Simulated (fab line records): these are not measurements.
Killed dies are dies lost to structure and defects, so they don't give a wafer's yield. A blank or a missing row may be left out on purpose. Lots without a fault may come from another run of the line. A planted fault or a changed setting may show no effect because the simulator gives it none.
A struck lot beside a sound one -- flow nand harc -- 13 steps out of a route of 1302
Sound: these wafers, L398.1, L398.2, L398.5. Struck: wafer L408.2. (L408.1, L408.3 of the same lot were not struck and are left out.) The cause comes at the end.
For every step that has rows: the tool of each side, followed by ch and its chambers, followed by its first start. Under that, the readings that differ: sound wafers -- struck wafers -- difference of the means -- sigmas: that difference in standard deviations of wafers without a fault.
alike: readings with means less than 2 such deviations apart, plus words and numbers identical on both sides. not compared: withheld readings, readings lacking a value on some wafer, bounds such as >300 that could conceal the same value, and numbers that have no deviation in the record and whose values overlap.
A row with sigmas, a row that says differs or no value, or rows on one side alone: a step with any of these is where the two part. When numbers do not overlap yet have no deviation, they are printed without sigmas and do not part them. A reading missing from all wafers of one side parts the sides only when that side holds two or more wafers.

NHARC_A_STAIRCASE_ETCH_15: etches the open film in C4F8/O2, target depth 100 nm, time 40.5 s.
  sound on rie diel-04 ch 1,3; struck on rie diel-05 ch 0
  alike: oes product au, rf fwd power W, rf vpp V
  not compared: rf hours counter h
then, 4 steps without rows for these wafers: NHARC_A_STAIRCASE_TRIM_16 (chemistry O2, time 211.2 s); NHARC_A_STAIRCASE_ETCH_17 (etches the open film in C4F8/O2, target depth 100 nm, time 40.5 s); NHARC_A_STAIRCASE_TRIM_18 (chemistry O2, time 211.2 s); NHARC_A_STAIRCASE_ETCH_19 (etches the open film in C4F8/O2, target depth 100 nm, time 40.5 s).
NHARC_A_STAIRCASE_TRIM_20: chemistry O2, time 211.2 s.
  sound on rie diel-05 ch 1,2,3, day 16 12:28; struck on rie diel-05 ch 0, day 20 09:45
  alike: drypump motor current A, oes product au, rf vpp V, showerhead plenum p Torr, throttle valve pct
  not compared: rf hours counter h
NHARC_A_STAIRCASE_ETCH_21: etches the open film in C4F8/O2, target depth 100 nm, time 40.5 s.
  sound on rie diel-05 ch 0,2,3; struck on rie diel-05 ch 2
reading,sound,struck,difference,sigmas
oes product au (a.u.),0.991 0.965 0.953,0.935,-0.035,-2
  alike: rf fwd power W, rf vpp V
  not compared: rf hours counter h
NHARC_A_STAIRCASE_TRIM_22: chemistry O2, time 211.2 s.
  sound on rie diel-05 ch 0,1,2; struck on rie diel-05 ch 3
reading,sound,struck,difference,sigmas
rf vpp V (V),57.5 59.2 58.3,55.4,-2.9,-3
  alike: drypump motor current A, oes product au, showerhead plenum p Torr, throttle valve pct
  not compared: rf hours counter h
then, 3 steps without rows for these wafers: NHARC_A_STAIRCASE_ETCH_23 (etches the open film in C4F8/O2, target depth 100 nm, time 40.5 s); NHARC_A_STAIRCASE_TRIM_24 (chemistry O2, time 211.2 s); NHARC_A_STAIRCASE_ETCH_25 (etches the open film in C4F8/O2, target depth 100 nm, time 40.5 s).
NHARC_A_STAIRCASE_TRIM_26: chemistry O2, time 211.2 s.
  sound on rie diel-05 ch 1,2,3, day 16 13:11; struck on rie diel-05 ch 0, day 20 10:31
reading,sound,struck,difference,sigmas
oes product au (a.u.),1.013 1.007 1.003,0.826,-0.182,-31
  alike: drypump motor current A, rf vpp V, showerhead plenum p Torr, throttle valve pct
  not compared: rf hours counter h
NHARC_A_STAIRCASE_ETCH_27: etches the open film in C4F8/O2, target depth 100 nm, time 40.5 s.
  sound on rie diel-05 ch 1,3; struck on rie diel-05 ch 0
reading,sound,struck,difference,sigmas
rf fwd power W (W),596.1 594.2 594.9,587.3,-7.8,-3
  alike: oes product au, rf vpp V
  not compared: rf hours counter h

## WHERE THEY PART
At NHARC_A_STAIRCASE_ETCH_21 first; at NHARC_A_STAIRCASE_ETCH_27 last (within this record only).

WHY: what had been put in by the simulator
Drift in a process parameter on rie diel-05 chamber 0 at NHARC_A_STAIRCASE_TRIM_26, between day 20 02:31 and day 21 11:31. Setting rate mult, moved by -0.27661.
